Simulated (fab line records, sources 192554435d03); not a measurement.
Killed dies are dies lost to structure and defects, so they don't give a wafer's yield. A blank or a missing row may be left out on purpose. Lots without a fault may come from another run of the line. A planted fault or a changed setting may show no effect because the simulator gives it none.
fab line records | flow n5_finfet
record lots=6 wafers=18 last_day=14
route steps=1938 shown BEOL_M0_SAQP@646 BEOL_M4@1111 PASSIVATION@1936
lots that met no fault: from a run of the same line without faults
start_h: hours from the record's first day to the start of the lot's first wafer shown | wait_h: hours since the lot's step before | " the same as in the row above | L1.1+2: a row that stands for several wafers | - no value, or no start given | * or withheld: withheld | < > ~ a bound
route shown NAME@n: a module of which the file shows steps, and the number in the route of the first | usual: mean/standard deviation of fault-free wafers | same: alike in all rows | chamber/n: place in a boat | sites: the reading at each site | _std_site: their standard deviation | _edge_site: outer sites' mean less inner sites' | radius_mm: how far each site lies from the wafer's centre | mask NAME#n: copy n | behind: the tool/chamber that last shaped the wafer | hold: why the lot was held/for how many hours/how that ended | device: the transistor (n, p or np) that didn't switch | end of line: the same wafers' tests at the end of the route | a step without rows: its recipe alone | killed: dies lost to structure and defects at the first sort, not the wafer's yield | map: a wafer's dies, x killed, . not, _ none there
set.NAME: the setting as run; set.NAME@STEP: as run at that earlier step | model.NAME: the simulator's own value behind a step, which no gauge read
lots at some steps of the route; a table a step, a row a wafer
services: from which hour (start_h, from the record's first day; less than 0 if before it) a tool's chamber was out of use, for how many hours, and why
## steps
# step N5_BEOL_M0_SAQP_EXPOSE_11
# recipe mask_id=M0_CORE na=1.35 source_shape=dipole sigma_inner=0.538 sigma_outer=0.738 polarization=te target_cd_nm=42 dose_mj=55
# step N5_BEOL_M0_SAQP_PEB_12
# recipe peb_temp_c=withheld peb_time_s=60 resist=CAR-ArF
# step N5_BEOL_M0_SAQP_DEVELOP_13
# recipe develop_time_s=30 developer=TMAH resist=CAR-ArF dev_temp_c=23 rinse_liquid=diw dry=air_spin
# step N5_BEOL_M0_SAQP_CD_MEAS_14
# recipe target_cd_nm=42.5 landing_energy_ev=500 detector=se_inlens
# usual cd_nm=42.5/0.31
# columns lot.wafer tool chamber start_h wait_h cd_nm
L633.2 cd_sem-03 0 122.76 - 42.3
L633.4 " 0 " " 42.1
L633.6 " 0 " " 42.5
L637.2 cd_sem-02 0 139.45 - 42.5
L637.3 " 0 " " 42.9
L637.5 " 0 " " 42.7
L639.1 cd_sem-03 0 155.82 - 42.5
L639.4 " 0 " " 42.5
L639.5 " 0 " " 42.7
L640.1 cd_sem-02 0 165.15 - 42.8
L640.2 " 0 " " 42.7
L640.6 " 0 " " 43.0
L641.1 cd_sem-03 0 169.56 - 42.6
L641.2 " 0 " " 42.6
L641.3 " 0 " " 42.3
L643.3 cd_sem-01 0 177.59 - 42.8
L643.4 " 0 " " 41.8
L643.5 " 0 " " 42.2
# step N5_BEOL_M0_SAQP_OVL_MEAS_15
# recipe points_per_wafer=44
# usual M0_CORE_OVL=0.2/0.81
# columns lot.wafer tool chamber start_h wait_h M0_CORE_OVL[nm]
L633.2 overlay-02 0 122.79 0.0 0.9
L633.4 " 0 " " 1.1
L633.6 " 0 " " 1.0
L637.2 overlay-02 0 139.48 0.0 0.1
L637.3 " 0 " " 1.7
L637.5 " 0 " " 0.6
L639.1 overlay-02 0 155.85 0.0 1.4
L639.4 " 0 " " 1.1
L639.5 " 0 " " 1.6
L640.1 overlay-01 0 165.18 0.0 0.8
L640.2 " 0 " " -0.3
L640.6 " 0 " " 0.3
L641.1 overlay-02 0 169.59 0.0 0.3
L641.2 " 0 " " 0.5
L641.3 " 0 " " -1.4
L643.3 overlay-02 0 177.61 0.0 -0.9
L643.4 " 0 " " -0.2
L643.5 " 0 " " 0.1
# step N5_BEOL_M0_SAQP_INSPECT_16
# recipe mode=adi inspect_instrument=brightfield
# usual raw_defect_count=558/150
# columns lot.wafer tool chamber start_h wait_h raw_defect_count
L633.2 defect_inspect-02 - 122.81 0.0 421
L633.4 " - " " 709
L633.6 " - " " 523
L637.2 defect_inspect-01 - 139.51 0.0 454
L637.3 " - " " 683
L637.5 " - " " 401
L639.1 defect_inspect-01 - 155.87 0.0 349
L639.4 " - " " 604
L639.5 " - " " 549
L640.1 defect_inspect-02 - 165.20 0.0 842
L640.2 " - " " 606
L640.6 " - " " 580
L641.1 defect_inspect-02 - 169.61 0.0 651
L641.2 " - " " 668
L641.3 " - " " 704
L643.3 defect_inspect-01 - 177.64 0.0 624
L643.4 " - " " 674
L643.5 " - " " 624
# step N5_BEOL_M0_SAQP_DESCUM_19
# recipe chemistry=O2 time_s=7.9 source_power_w=50 bias_power_w=20 pressure_mtorr=20 rf_frequency_hz=2.712e+07 temp_c=40 resist=CAR-ArF o2_flow_sccm=225
# usual drypump_motor_current_A=5.7/0.48 o2_flow_sccm=225.1/0.78 oes_product_au=0.80/0.088 rf_vpp_V=243.0/1.4 showerhead_plenum_p_Torr=2.08/0.063 throttle_valve_pct=20.31/0.14
# same time_s=7.9
# columns lot.wafer tool chamber start_h wait_h drypump_motor_current_A o2_flow_sccm oes_product_au rf_hours_counter_h rf_vpp_V showerhead_plenum_p_Torr throttle_valve_pct
L633.2 rie_diel-06 1 122.85 0.0 6.6 224.3 0.90 37 243.8 2.21 20.36
L633.4 " 2 " " 5.6 229.5 0.71 - 242.5 2.07 20.18
L633.6 " 3 " " 5.9 224.8 0.88 - 242.2 2.05 20.17
L637.2 rie_diel-02 0 139.56 0.1 5.9 226.7 0.72 207 243.0 2.07 20.47
L637.3 " 3 " " 5.5 224.5 0.71 194 242.1 2.17 20.43
L637.5 " 3 " " 5.6 224.9 0.71 - 244.3 2.17 20.42
L639.1 rie_diel-01 1 155.91 0.0 5.7 224.7 0.75 144 242.4 2.01 20.12
L639.4 " 2 " " 4.9 224.3 0.82 67 242.3 2.05 20.23
L639.5 " 1 " " 5.7 224.0 0.76 - 243.0 2.01 20.11
L640.1 rie_diel-01 3 165.23 0.0 4.7 224.5 0.84 86 243.0 2.03 20.25
L640.2 " 1 " " 5.8 225.3 0.76 145 241.6 2.01 20.13
L640.6 " 3 " " 4.7 224.3 0.83 - 243.2 2.03 20.24
L641.1 rie_diel-01 3 169.65 0.0 4.6 223.2 0.83 88 241.2 2.03 20.25
L641.2 " 2 " " 4.9 224.9 0.82 70 242.3 2.05 20.24
L641.3 " 1 " " 5.8 225.3 0.75 146 242.6 2.01 20.11
L643.3 rie_diel-06 2 177.84 0.2 5.6 225.9 0.70 216 242.7 2.07 20.21
L643.4 " 3 " " 5.9 224.8 0.85 51 241.4 2.04 20.20
L643.5 " 1 " " 6.6 224.1 0.88 - 245.9 2.21 20.39
# step N5_BEOL_M0_SAQP_ETCH_83
# recipe chemistry=CF4 target=SiARC target_depth_a=390 mask_material=CAR-ArF time_s=65 ion_energy_ev=80 pressure_mtorr=40 source_w=545 bias_w=36 Ar_flow_sccm=100 cf4_flow_sccm=100 ends=cleared
# usual cf4_flow_sccm=100.06/0.26 drypump_motor_current_A=5.7/0.47 etch_rf_on_time_s=65.0/0.95 oes_product_au=0.68/0.074 rf_vpp_V=183.9/1.1 showerhead_plenum_p_Torr=2.13/0.064 throttle_valve_pct=15.47/0.16
# columns lot.wafer tool chamber start_h wait_h cf4_flow_sccm drypump_motor_current_A etch_rf_on_time_s oes_product_au rf_hours_counter_h rf_vpp_V showerhead_plenum_p_Torr throttle_valve_pct
L633.2 rie_diel-06 1 122.88 0.0 100.12 6.6 66.1 0.76 37 185.0 2.26 15.48
L633.4 " 2 " " 99.86 5.7 66.3 0.60 - 184.2 2.12 15.42
L633.6 " 3 " " 99.67 5.9 63.8 0.76 - 183.9 2.10 15.25
L637.2 rie_diel-02 0 139.60 0.0 99.92 5.9 65.4 0.61 207 184.2 2.12 15.68
L637.3 " 3 " " 99.94 5.6 65.9 0.60 194 186.3 2.20 15.65
L637.5 " 3 " " 100.00 5.6 65.6 0.60 - 185.4 2.20 15.63
L639.1 rie_diel-01 1 155.94 0.0 100.36 5.8 65.0 0.65 144 182.7 2.06 15.33
L639.4 " 2 " " 100.15 4.9 64.0 0.70 67 184.8 2.09 15.33
L639.5 " 1 " " 100.21 5.8 65.2 0.65 - 182.2 2.06 15.32
L640.1 rie_diel-01 3 165.27 0.0 100.05 4.7 65.3 0.71 86 183.8 2.07 15.36
L640.2 " 1 " " 100.03 5.8 65.1 0.65 145 182.8 2.06 15.32
L640.6 " 3 " " 100.35 4.7 65.6 0.70 - 183.0 2.07 15.37
L641.1 rie_diel-01 3 169.68 0.0 99.94 4.7 64.6 0.71 88 184.0 2.07 15.38
L641.2 " 2 " " 100.13 5.0 63.5 0.71 70 184.4 2.09 15.34
L641.3 " 1 " " 99.96 5.8 64.4 0.65 146 183.2 2.06 15.34
L643.3 rie_diel-06 2 177.87 0.0 100.48 5.7 66.0 0.60 216 183.5 2.11 15.44
L643.4 " 3 " " 99.87 5.9 63.7 0.73 51 184.0 2.09 15.30
L643.5 " 1 " " 100.01 6.6 65.6 0.75 - 185.7 2.26 15.52
# step N5_BEOL_M0_SAQP_ETCH_84
# recipe chemistry=N2/H2 target=SOC target_depth_a=1000 overetch_a=200 mask_material=SiARC temp_c=40 time_s=150 ion_energy_ev=200 pressure_mtorr=30 source_w=840 bias_w=150 n2_flow_sccm=200 h2_flow_sccm=200
# usual drypump_motor_current_A=5.7/0.47 oes_product_au=0.72/0.073 rf_vpp_V=523.4/2.4 showerhead_plenum_p_Torr=2.53/0.079 throttle_valve_pct=17.72/0.19
# same time_s=150
# columns lot.wafer tool chamber start_h wait_h drypump_motor_current_A oes_product_au rf_hours_counter_h rf_vpp_V showerhead_plenum_p_Torr throttle_valve_pct
L633.2 rie_diel-06 1 122.93 0.0 6.6 0.80 37 529.7 2.69 17.78
L633.4 " 2 " " 5.7 0.64 - 523.3 2.53 17.66
L633.6 " 3 " " 5.9 0.80 - 521.1 2.48 17.51
L637.2 rie_diel-02 0 139.65 0.0 5.9 0.64 207 523.2 2.52 17.85
L637.3 " 3 " " 5.6 0.64 194 524.0 2.64 17.95
L637.5 " 3 " " 5.6 0.63 - 527.0 2.64 17.94
L639.1 rie_diel-01 1 155.99 0.0 5.8 0.69 144 522.3 2.44 17.56
L639.4 " 2 " " 5.0 0.73 67 521.8 2.48 17.61
L639.5 " 1 " " 5.8 0.68 - 522.2 2.44 17.55
L640.1 rie_diel-01 3 165.32 0.0 4.7 0.74 87 521.5 2.47 17.61
L640.2 " 1 " " 5.8 0.68 145 521.7 2.44 17.55
L640.6 " 3 " " 4.7 0.73 - 521.9 2.47 17.62
L641.1 rie_diel-01 3 169.73 0.0 4.7 0.74 88 520.7 2.47 17.62
L641.2 " 2 " " 5.0 0.73 70 520.7 2.48 17.63
L641.3 " 1 " " 5.8 0.68 146 521.7 2.44 17.56
L643.3 rie_diel-06 2 177.92 0.0 5.7 0.63 216 522.2 2.52 17.70
L643.4 " 3 " " 5.9 0.77 51 521.5 2.47 17.54
L643.5 " 1 " " 6.6 0.79 - 528.1 2.69 17.80
# step N5_BEOL_M0_SAQP_STRIP_80
# recipe chemistry=N2/H2 temp_c=40 n2_flow_sccm=200 h2_flow_sccm=200 rf_frequency_hz=6e+07
# step N5_BEOL_M0_SAQP_HM_OPEN_112
# recipe chemistry=CHF3/O2 target=SiO2 stop_on=a-Si target_depth_a=120 over_etch_frac=1.25 mask_material=SOC time_s=13.5 pressure_mtorr=30 source_w=650 bias_w=170 Ar_flow_sccm=200 CHF3_flow_sccm=50 O2_flow_sccm=5 ion_energy_ev=200 ends=end_point
# usual drypump_motor_current_A=5.7/0.48 oes_o_777_au=0.80/0.086 oes_product_au=0.52/0.054 rf_vpp_V=523/6.3 showerhead_plenum_p_Torr=2.39/0.074 throttle_valve_pct=18.69/0.17
# columns lot.wafer tool chamber start_h wait_h drypump_motor_current_A oes_o_777_au oes_product_au rf_hours_counter_h rf_vpp_V showerhead_plenum_p_Torr throttle_valve_pct
L633.2 rie_diel-06 1 123.04 0.0 6.6 0.89 0.58 37 539 2.55 18.78
L633.4 " 2 " " 5.7 0.71 0.47 - 522 2.39 18.62
L633.6 " 3 " " 5.9 0.90 0.59 - 520 2.36 18.53
L637.2 rie_diel-02 0 139.75 0.0 5.9 0.71 0.48 207 519 2.39 18.92
L637.3 " 3 " " 5.5 0.69 0.46 194 525 2.48 18.84
L637.5 " 3 " " 5.6 0.69 0.45 - 525 2.48 18.83
L639.1 rie_diel-01 1 156.10 0.0 5.8 0.77 0.51 144 513 2.31 18.49
L639.4 " 2 " " 4.9 0.83 0.54 67 521 2.34 18.55
L639.5 " 1 " " 5.8 0.77 0.50 - 514 2.31 18.50
L640.1 rie_diel-01 3 165.43 0.0 4.7 0.82 0.55 87 523 2.33 18.57
L640.2 " 1 " " 5.8 0.77 0.49 145 514 2.31 18.50
L640.6 " 3 " " 4.7 0.82 0.54 - 525 2.33 18.57
L641.1 rie_diel-01 3 169.84 0.0 4.7 0.82 0.54 88 524 2.33 18.56
L641.2 " 2 " " 4.9 0.83 0.52 71 523 2.34 18.55
L641.3 " 1 " " 5.8 0.76 0.49 146 515 2.31 18.50
L643.3 rie_diel-06 2 178.03 0.0 5.7 0.70 0.46 216 524 2.38 18.65
L643.4 " 3 " " 5.9 0.86 0.56 51 521 2.35 18.58
L643.5 " 1 " " 6.7 0.87 0.58 - 537 2.55 18.78
# step N5_BEOL_M0_SAQP_STRIP_113
# recipe chemistry=CHF3/O2 resist=SiARC rf_frequency_hz=6e+07
# step N5_BEOL_M0_SAQP_MANDREL_ETCH_20
# recipe target_depth_a=600 chemistry=HBr/Cl2 target=a-Si stop_on=SiNx bt_time_s=10 mask_material=SOC over_etch_frac=0.5 time_s=30 pressure_mtorr=10 icp_w=800 bias_w=75 HBr_flow_sccm=150 Cl2_flow_sccm=80 ends=end_point
# usual drypump_motor_current_A=5.8/0.45 oes_product_au=0.771/0.012 over_etch_frac=0.5/0 throttle_valve_pct=35.55/0.22
# columns lot.wafer tool chamber start_h wait_h drypump_motor_current_A oes_product_au over_etch_frac rf_hours_counter_h throttle_valve_pct
L633.2 rie_si-04 0 123.12 0.0 5.5 0.771 0.5 6 35.23
L633.4 " 3 " " 6.2 0.760 0.5 7 35.07
L633.6 " 3 " " 6.2 0.763 0.5 - 35.06
L637.2 rie_si-05 1 139.84 0.0 6.3 0.770 0.5 139 35.69
L637.3 " 3 " " 6.1 0.779 0.5 125 35.75
L637.5 " 0 " " 6.0 0.773 0.5 - 35.63
L639.1 rie_si-05 1 156.18 0.0 6.3 0.750 0.51259 139 35.70
L639.4 " 3 " " 6.1 0.792 0.5 - 35.74
L639.5 " 1 " " 6.3 0.780 0.51259 - 35.65
L640.1 rie_si-04 1 165.51 0.0 4.8 0.752 0.5 113 35.61
L640.2 " 3 " " 6.1 0.760 0.5 8 35.05
L640.6 " 0 " " 5.5 0.773 0.5 - 35.23
L641.1 rie_si-03 0 169.92 0.0 4.9 0.771 0.5 81 35.42
L641.2 " 2 " " 5.8 0.758 0.5 37 35.89
L641.3 " 3 " " 5.8 0.781 0.5 159 35.27
L643.3 rie_si-05 1 178.11 0.0 6.3 0.756 0.51259 140 35.71
L643.4 " 1 " " 6.3 0.761 0.51259 - 35.67
L643.5 " 2 " " 6.0 0.780 0.5 - 35.60
# step N5_BEOL_M0_SAQP_STRIP_86
# recipe chemistry=N2/H2 power_w=500 temp_c=40 pressure_mtorr=50 rf_frequency_hz=6e+07 overash_fraction=0.3 bias_power_w=28 h2_frac=0.5 n2_flow_sccm=300 h2_flow_sccm=300
# usual drypump_motor_current_A=5.6/0.52 oes_product_au=0.80/0.09 rf_vpp_V=121.9/1.4 showerhead_plenum_p_Torr=3.34/0.1 throttle_valve_pct=18.9/0.31
# same overash_fraction=0.3
# columns lot.wafer tool chamber start_h wait_h drypump_motor_current_A oes_product_au rf_hours_counter_h rf_vpp_V showerhead_plenum_p_Torr throttle_valve_pct
L633.2 rie_diel-02 3 123.22 0.1 5.6 0.71 187 122.1 3.48 19.2
L633.4 " 3 " " 5.6 0.71 - 125.7 3.48 19.2
L633.6 " 1 " " 6.0 0.68 - 122.2 3.29 18.9
L637.2 rie_diel-02 2 139.94 0.1 6.0 1.01 1 123.3 3.30 18.7
L637.3 " 0 " " 6.0 0.73 207 120.6 3.33 18.8
L637.5 " 2 " " 6.0 1.02 - 122.5 3.30 18.7
L639.1 rie_diel-06 1 156.28 0.1 6.6 0.90 42 123.0 3.55 19.0
L639.4 " 1 " " 6.6 0.88 - 122.2 3.55 19.0
L639.5 " 0 " " 5.8 0.99 - 123.3 3.29 18.4
L640.1 rie_diel-01 3 165.61 0.1 4.7 0.83 87 122.1 3.27 18.6
L640.2 " 0 " " 5.8 0.75 144 124.0 3.50 19.6
L640.6 " 0 " " 5.8 0.77 - 122.6 3.50 19.6
L641.1 rie_diel-02 3 170.02 0.1 5.6 0.70 204 123.9 3.47 19.2
L641.2 " 2 " " 6.0 0.95 12 120.5 3.29 18.7
L641.3 " 1 " " 6.0 1.00 0 121.3 3.29 18.5
L643.3 rie_diel-06 2 178.21 0.1 5.6 0.69 216 122.4 3.33 18.8
L643.4 " 3 " " 5.9 0.84 51 122.0 3.27 18.7
L643.5 " 3 " " 5.9 0.84 - 121.8 3.27 18.7
# step N5_BEOL_M4_RC_MEAS_101
# usual DIBL_N=35.9/1.3 DIBL_P=35.9/1.6 IOFF_N=0.156/0.022 IOFF_P=0.205/0.023 ION_N=675/9 ION_P=463/5.6 SS_N=71.4/0.57 SS_P=73.1/0.52 VT_N=249.7/2.8 VT_P=-250.2/2.5
# columns lot.wafer tool chamber start_h wait_h DIBL_N[mV/V] DIBL_P[mV/V] IOFF_N[nA/um] IOFF_P[nA/um] ION_N[uA/um] ION_P[uA/um] SS_N[mV/dec] SS_P[mV/dec] VT_N[mV] VT_P[mV]
L633.2 prober-02 0 181.01 0.2 37.6 37.3 0.186 0.231 689 466 72.6 73.3 244.3 -246.9
L633.4 " 0 " " 37.2 36.7 0.180 0.229 681 466 72.1 73.6 245.4 -249.0
L633.6 " 0 " " 35.9 34.7 0.146 0.190 669 461 71.5 72.2 250.5 -249.9
L637.2 prober-02 0 199.94 0.2 33.1 33.5 0.113 0.175 666 466 71.0 72.9 256.7 -249.9
L637.3 " 0 " " 36.0 36.2 0.151 0.211 679 466 71.2 73.3 251.8 -249.5
L637.5 " 0 " " 33.5 33.2 0.120 0.171 663 457 71.6 72.5 256.4 -251.0
L639.1 prober-02 0 222.71 0.0 34.6 34.8 0.122 0.193 655 458 71.6 73.5 253.8 -248.6
L639.4 " 0 " " 34.8 33.5 0.125 0.186 663 458 71.6 72.9 250.4 -250.9
L639.5 " 0 " " 35.3 35.1 0.135 0.194 666 461 72.0 73.3 254.4 -251.3
L640.1 prober-01 0 225.57 0.0 37.9 37.4 0.188 0.236 692 469 71.6 73.8 248.8 -246.2
L640.2 " 0 " " 35.0 34.0 0.141 0.190 678 467 70.9 72.8 251.5 -251.7
L640.6 " 0 " " 35.1 34.1 0.135 0.189 668 458 70.7 73.1 251.8 -250.8
L641.1 prober-02 0 228.61 0.0 38.1 38.2 0.198 0.247 681 465 70.7 73.4 246.3 -247.1
L641.2 " 0 " " 36.9 36.6 0.166 0.218 670 464 70.7 73.3 248.0 -249.4
L641.3 " 0 " " 37.1 36.9 0.181 0.220 686 466 70.5 73.3 245.2 -250.4
L643.3 prober-02 0 233.28 0.3 36.6 35.9 0.159 0.220 682 467 71.4 72.7 248.3 -248.0
L643.4 " 0 " " 34.5 33.8 0.131 0.188 680 460 71.2 72.5 251.7 -251.3
L643.5 " 0 " " 37.5 37.5 0.188 0.251 693 467 71.5 73.6 245.9 -246.2
# step N5_PASSIVATION_PROBE_49
# usual defect_limited_yield=91.3/1.4 killed_at_M0_to_M3=35/11 killed_at_M4_up=14/5.4 killed_at_contacts=12/6.2 killed_at_front_end=38/11 killed_at_other=4.1/2.8 killed_dies=103/17 killed_open=66/13 killed_short=34/8.2 sort_bin_5_function=5.1/0.89 sort_bin_6_memory=3.3/0.72 sort_n_pass=1077/17 sort_yield_pct=91.3/1.4
# same gross_dies=1180 killed_at_back_side=0 sort_bin_4_leakage[%]=0 sort_bin_8_speed[%]=0
# columns lot.wafer tool chamber start_h wait_h defect_limited_yield[%] killed_at_M0_to_M3 killed_at_M4_up killed_at_contacts killed_at_front_end killed_at_other killed_dies killed_open killed_short sort_bin_5_function[%] sort_bin_6_memory[%] sort_n_pass sort_yield_pct[%]
L637.2 prober-01 - 305.34 0.1 91.5 30 28 10 32 0 100 66 29 5.2 2.9 1080 91.5
L637.3 prober-01 - 305.39 0.1 91.1 28 10 15 49 3 105 58 45 5.9 2.6 1075 91.1
L637.5 prober-01 - 305.49 0.2 89.7 25 13 19 55 9 121 76 41 6.4 3.4 1059 89.7
# killed by level:class
L637.2 BEOL_M4:geometric_particle:open=16 BEOL_M0_SAQP:geometric_particle:open=8 STI_FIN_REVEAL:geometric_particle:open=6 MOL_CONTACT_COAG:geometric_particle:open=6 BEOL_M0_SAQP:geometric_particle:short=6 BEOL_M1:geometric_particle:open=5 BEOL_M2:geometric_particle:open=5 BEOL_M6:geometric_particle:open=4
L637.3 FIN_SAQP:geometric_particle:short=10 MOL_CONTACT_COAG:geometric_particle:open=10 BEOL_M0_SAQP:geometric_particle:short=8 FIN_SAQP:geometric_particle:open=6 BEOL_M4:geometric_particle:open=6 MOL_CONTACT_COAG:geometric_particle:short=5 BEOL_M2:geometric_particle:open=5 STARTING-WAFER:geometric_particle:short=5
L637.5 MOL_CONTACT_COAG:geometric_particle:open=16 FIN_SAQP:geometric_particle:short=14 STI_FIN_REVEAL:geometric_particle:open=8 DUMMY_GATE:geometric_particle:open=8 FIN_SAQP:geometric_particle:open=7 BEOL_M1:geometric_particle:open=6 PASS1_CAP:geometric_particle:open=6 BEOL_M5:geometric_particle:open=5
## services
# columns tool chamber start_h hours kind
rie_diel-01 3 103.31 18.9 repair
rie_diel-02 2 105.26 7.6 repair
rie_diel-02 2 112.90 - clean
rie_diel-02 2 112.90 - consumable_replace:focus_ring
rie_diel-02 2 112.90 18.0 scheduled_down
rie_diel-02 2 112.90 18.0 vent_cycle
rie_diel-06 0 115.84 5.3 repair
rie_diel-06 0 121.19 - clean
rie_diel-06 0 121.19 - consumable_replace:focus_ring
rie_diel-06 0 121.19 21.9 scheduled_down
rie_diel-06 0 121.19 21.9 vent_cycle
rie_diel-06 1 128.14 16.7 repair
rie_diel-02 1 131.21 - clean
rie_diel-02 1 131.21 - consumable_replace:focus_ring
rie_diel-02 1 131.21 37.2 scheduled_down
rie_diel-02 1 131.21 37.2 vent_cycle
rie_diel-02 2 132.32 6.3 repair
rie_diel-06 2 142.69 23.3 repair
rie_si-04 1 143.87 14.4 repair
rie_si-05 2 144.24 - clean
rie_si-05 2 144.24 - consumable_replace:esc
rie_si-05 2 144.24 19.6 scheduled_down
rie_si-03 2 145.46 1.2 repair
rie_si-05 0 170.73 16.1 repair
## key
first_sign step=N5_BEOL_M0_SAQP_MANDREL_ETCH_20 reading=over_etch_frac direction=up sigmas=99+ usual=0.5 struck=0.51259
effect none on later readings
met_at N5_BEOL_M0_SAQP_MANDREL_ETCH_20
struck_wafers L639.1,L639.5,L643.3,L643.4
onset_between 139.84 156.18
fault kind=process_parameter_drift tool=rie_si-05 chamber=1 onset_h=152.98 steps=N5_BEOL_M0_SAQP_MANDREL_ETCH_20 channel=over_etch_frac offset=0.012588 shape=step end_h=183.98 acts_in=these_recipes_only stated=0.5
